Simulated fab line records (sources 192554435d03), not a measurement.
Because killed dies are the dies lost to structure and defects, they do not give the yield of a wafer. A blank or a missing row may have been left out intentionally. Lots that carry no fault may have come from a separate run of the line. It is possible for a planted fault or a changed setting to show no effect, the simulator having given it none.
Lot-split experiment / flow n5 finfet / 7 lots, 21 wafers read, on a route of 1938 steps

THE SPLIT
At N5_BEOL_M11_ETCH_66 (etches SOC in N2/H2, target depth 120 nm, overetch 24 nm, time 180 s), the setting time s was moved away from the recipe's 180 s on 7 of the 21 wafers read, by -16.1% to +21.1%. For the rest of the wafers, this setting stayed at what the recipe calls for.

The reading comes from the split's own step.

THE READING
SiARC_of_BEOL_M11_COAT_64.thk nm (the simulator's own value, which no gauge read), in nm, at N5_BEOL_M11_ETCH_66 (etches SOC in N2/H2, target depth 120 nm, overetch 24 nm, time 180 s). No usual value for it is given in the file. Here, 14 wafers ran the recipe; their average is 22.7 nm with a standard deviation of 0.16 nm.

wafer=L076.3; tool, chamber at the split=rie diel-01, 3; time s as run, s=180; against the recipe=recipe; SiARC_of_BEOL_M11_COAT_64.thk nm, nm=22.8; against lot-mates on the recipe=-
wafer=L076.5; tool, chamber at the split=rie diel-01, 1; time s as run, s=199.5; against the recipe=+10.8%; SiARC_of_BEOL_M11_COAT_64.thk nm, nm=22.4; against lot-mates on the recipe=-0.4
wafer=L076.6; tool, chamber at the split=rie diel-01, 0; time s as run, s=199.5; against the recipe=+10.8%; SiARC_of_BEOL_M11_COAT_64.thk nm, nm=22; against lot-mates on the recipe=-0.8
wafer=L075.3; tool, chamber at the split=rie diel-01, 2; time s as run, s=180; against the recipe=recipe; SiARC_of_BEOL_M11_COAT_64.thk nm, nm=22.6; against lot-mates on the recipe=-
wafer=L075.4; tool, chamber at the split=rie diel-01, 2; time s as run, s=180; against the recipe=recipe; SiARC_of_BEOL_M11_COAT_64.thk nm, nm=22.6; against lot-mates on the recipe=-
wafer=L075.6; tool, chamber at the split=rie diel-01, 0; time s as run, s=194.4; against the recipe=+8.0%; SiARC_of_BEOL_M11_COAT_64.thk nm, nm=21.8; against lot-mates on the recipe=-0.8
wafer=L077.1; tool, chamber at the split=rie diel-02, 0,3; time s as run, s=161.4; against the recipe=-10.3%; SiARC_of_BEOL_M11_COAT_64.thk nm, nm=23.6; against lot-mates on the recipe=+1.2
wafer=L077.2; tool, chamber at the split=rie diel-02, 0,3; time s as run, s=161.4; against the recipe=-10.3%; SiARC_of_BEOL_M11_COAT_64.thk nm, nm=23.6; against lot-mates on the recipe=+1.2
wafer=L077.3; tool, chamber at the split=rie diel-02, 2; time s as run, s=180; against the recipe=recipe; SiARC_of_BEOL_M11_COAT_64.thk nm, nm=22.4; against lot-mates on the recipe=-
wafer=L080.2; tool, chamber at the split=rie diel-02, 3; time s as run, s=180; against the recipe=recipe; SiARC_of_BEOL_M11_COAT_64.thk nm, nm=22.8; against lot-mates on the recipe=-
wafer=L080.5; tool, chamber at the split=rie diel-02, 3; time s as run, s=180; against the recipe=recipe; SiARC_of_BEOL_M11_COAT_64.thk nm, nm=22.8; against lot-mates on the recipe=-
wafer=L080.3; tool, chamber at the split=rie diel-02, 2; time s as run, s=180; against the recipe=recipe; SiARC_of_BEOL_M11_COAT_64.thk nm, nm=22.4; against lot-mates on the recipe=-
wafer=L081.3; tool, chamber at the split=rie diel-02, 1; time s as run, s=180; against the recipe=recipe; SiARC_of_BEOL_M11_COAT_64.thk nm, nm=22.8; against lot-mates on the recipe=-
wafer=L081.5; tool, chamber at the split=rie diel-02, 1; time s as run, s=180; against the recipe=recipe; SiARC_of_BEOL_M11_COAT_64.thk nm, nm=22.6; against lot-mates on the recipe=-
wafer=L081.6; tool, chamber at the split=rie diel-02, 2; time s as run, s=180; against the recipe=recipe; SiARC_of_BEOL_M11_COAT_64.thk nm, nm=22.4; against lot-mates on the recipe=-
wafer=L083.1; tool, chamber at the split=rie diel-05, 0; time s as run, s=151.1; against the recipe=-16.1%; SiARC_of_BEOL_M11_COAT_64.thk nm, nm=23.6; against lot-mates on the recipe=+0.9
wafer=L083.3; tool, chamber at the split=rie diel-05, 2; time s as run, s=180; against the recipe=recipe; SiARC_of_BEOL_M11_COAT_64.thk nm, nm=22.6; against lot-mates on the recipe=-
wafer=L083.4; tool, chamber at the split=rie diel-05, 1; time s as run, s=180; against the recipe=recipe; SiARC_of_BEOL_M11_COAT_64.thk nm, nm=22.8; against lot-mates on the recipe=-
wafer=L093.1; tool, chamber at the split=rie diel-01, 3,0; time s as run, s=180; against the recipe=recipe; SiARC_of_BEOL_M11_COAT_64.thk nm, nm=22.8; against lot-mates on the recipe=-
wafer=L093.4; tool, chamber at the split=rie diel-01, 3,0; time s as run, s=180; against the recipe=recipe; SiARC_of_BEOL_M11_COAT_64.thk nm, nm=22.8; against lot-mates on the recipe=-
wafer=L093.5; tool, chamber at the split=rie diel-01, 0; time s as run, s=217.9; against the recipe=+21.1%; SiARC_of_BEOL_M11_COAT_64.thk nm, nm=21.4; against lot-mates on the recipe=-1.4
If several chambers appear in one row, that row covers several wafers at once and the file leaves open which wafer was in which chamber.

THE FIT
A straight line over all 21 wafers: SiARC_of_BEOL_M11_COAT_64.thk nm changes by -0.0646 nm for each +1% of time s; r = -0.93; the points scatter about the line by 0.21 nm.
The same after taking each lot's own level away (the mean of its wafers on the recipe; 21 wafers): -0.0731 nm for each +1%; r = -0.94; scatter 0.21 nm.
That fit puts the effect of the largest move of time s on the reading at 1.5 nm.
The span of the lots' own levels, 22.40 to 22.80 nm, comes to 2.5 times the standard deviation stated above.
So the slope is not independent of the lot-to-lot level: the two fits are not the same.
Check: -1.56 nm against its lot-mates is what the line predicts for one of the wafers moved furthest among these (+21.1%) when that wafer is left out of the fit. It came out at -1.4 nm against them.

FURTHER SPLITS ON THESE WAFERS
Note: prior to the reading, these wafers also went through further splits. Each is held against what the fit with the lots' levels taken away leaves over:
other split on the same wafers=N5_BEOL_M10_COAT_63 spin rpm; wafers away from the commonest value=4; r with SiARC_of_BEOL_M11_COAT_64.thk nm (lot level and that fit taken away)=+0.21
other split on the same wafers=N5_BEOL_M10_EXPOSE_25 dose mj; wafers away from the commonest value=12; r with SiARC_of_BEOL_M11_COAT_64.thk nm (lot level and that fit taken away)=-0.04

FILE'S OWN FIT
SiARC_of_BEOL_M11_COAT_64.thk nm changes by -0.07 nm for each +1% of time s, r = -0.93.
